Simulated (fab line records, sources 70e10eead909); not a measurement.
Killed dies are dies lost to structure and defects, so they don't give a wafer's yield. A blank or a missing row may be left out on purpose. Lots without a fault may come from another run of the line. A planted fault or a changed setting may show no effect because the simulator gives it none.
Chamber matching | flow nand_harc | NHARC_HYBRID_BOND_ACTIVATE_00 on rie_diel-10: 4 sister chambers
The step chemistry N2, time 60 s. 4 wafers are shown with their chamber, then 10 later ones without.

WAFERS WITH THEIR CHAMBER
wafer  | chamber | showerhead_plenum_p_Torr (Torr)
L317.1 | 0       | 1.71
L321.5 | 1       | 1.80
L320.1 | 3       | 1.82
L320.3 | 2       | 1.78

WAFERS WITHOUT THEIR CHAMBER
wafer  | showerhead_plenum_p_Torr (Torr)
L320.4 | 1.71
L322.3 | 1.79
L322.4 | 1.71
L322.5 | 1.77
L323.1 | 1.71
L323.5 | 1.79
L323.6 | 1.77
L325.1 | 1.82
L325.4 | 1.79
L325.6 | 1.71

WHICH CHAMBER EACH WENT THROUGH
wafer  | from the rows above     | in truth
L320.4 | 0                       | 0
L322.3 | can't be placed: 1 or 2 | 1
L322.4 | 0                       | 0
L322.5 | 2                       | 2
L323.1 | 0                       | 0
L323.5 | can't be placed: 1 or 2 | 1
L323.6 | 2                       | 2
L325.1 | 3                       | 3
L325.4 | can't be placed: 1 or 2 | 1
L325.6 | 0                       | 0
Placed correctly: 7 of 10. Can't be placed from these rows: 3 (the true chamber is among the candidates in 3). Placed wrongly: 0.
How it was worked out, from the rows above alone: a wafer's distance from a chamber is the root of the sum, over the readings, of the square of ((its reading less the chamber's mean) divided by the reading's scatter). The wafer belongs to the nearest chamber; if the next one is less than 2 further off, it can't be placed. A chamber's mean is the mean of its shown wafers. The scatter: with one shown wafer a chamber, the root of the mean of the squares of how far each hidden wafer lies from its nearest shown one.
